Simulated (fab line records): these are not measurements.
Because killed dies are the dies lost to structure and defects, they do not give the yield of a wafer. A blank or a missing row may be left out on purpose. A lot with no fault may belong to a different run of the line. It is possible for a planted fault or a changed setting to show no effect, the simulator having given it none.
A lot that was struck, set against a sound lot || flow nand_harc || 14 steps out of a route of 1302
Sound: wafers L920.1, L920.2, L920.4. Wafers struck: L916.2, L916.5, L916.6. The cause is named last.
At each step with rows: each side's tool, then ch and its chambers, then its first start. Under that, the readings that differ: sound wafers || struck wafers || difference of the means || sigmas: that difference in standard deviations of wafers without a fault.
alike: words and numbers the same on both sides, and readings whose means are apart by under 2 such deviations; not compared: readings that were withheld, readings missing a value for some wafer, numbers with overlapping values and no deviation given by the record, and bounds like >300 which may hide the same value.
Wherever a step has rows on one side only, a row that says differs or no value, or a row with sigmas, the two part there. Numbers that have no deviation but don't overlap get no sigmas and don't part them. A reading that every wafer of one side lacks parts them only if that side has two wafers or more.

first, 1 step without rows for these wafers: NHARC_A_CONTACT_STRIP_27 (strips in post etch residue remover, time 600 s).
NHARC_A_CONTACT_ALD_18: deposits TiN, target thk 3 nm, pulse time 1 s, ald cycles 150.
  sound on ald_metal-02 ch 1,2,3, day 28 19:25; struck on ald_metal-01 ch 1,2,3, day 28 08:28
  alike: heater_power_w, precursor_pulse_height_rel
  not compared: since_wet_clean_h
NHARC_A_CONTACT_CVD_19: deposits W, target thk 300 nm, time 802 s.
  sound: cvd_w-01 ch 0,1; struck: cvd_w-01 ch 0,1
  alike: heater_power_w, throttle_valve_pct
  not compared: since_wet_clean_h
NHARC_A_CONTACT_CMP_20: polishes, t overpolish 30 s, target thk 300 nm.
  sound on cmp-03 ch 0,2,3, day 28 20:31; struck on cmp-04 ch 1,2, day 28 09:31
{"reading": "motor_current_A (A)", "sound": "11.0 12.2 11.5", "struck": "12.8 13.7 12.2", "difference": "+1.3", "sigmas": "+2"}
  alike: overpolish_run_s, time_to_endpoint_s
following that, these wafers have no rows for 1 step: NHARC_A_CONTACT_SRD_22.
NHARC_A_CONTACT_INSPECT_23:
  struck on defect_inspect-01, day 28 09:55; sound on defect_inspect-02, day 28 20:53
  alike: raw_defect_count
then, 5 steps without rows for these wafers: NHARC_A_BLC_DEHYDRATE_00 (time 120 s); NHARC_A_BLC_HMDS_01 (time 30 s); NHARC_A_BLC_COAT_02 (time 75 s); NHARC_A_BLC_COAT_03 (time 65 s); NHARC_A_BLC_COAT_04 (resist thk 90 nm).
NHARC_A_BLC_SOFTBAKE_05: time 55 s.
  sound on litho_track-04 ch 0, day 28 20:00; struck on litho_track-06 ch 0, day 28 09:00
{"reading": "heater_power_total_W (W)", "sound": "188.43 188.49 188.33", "struck": "183.06 182.55 182.76", "difference": -5.63, "sigmas": -40}
following that, these wafers have no rows for 1 step: NHARC_A_BLC_EBR_06.
NHARC_END_SORT_01:
  at this point the record logs the struck wafers (prober-02 ch 0, day 30 08:35) and has no rows for the sound ones

WHERE THEY PART
Last at NHARC_END_SORT_01 as far as this record goes, first at NHARC_A_CONTACT_CMP_20.

WHY: what the simulator had put in
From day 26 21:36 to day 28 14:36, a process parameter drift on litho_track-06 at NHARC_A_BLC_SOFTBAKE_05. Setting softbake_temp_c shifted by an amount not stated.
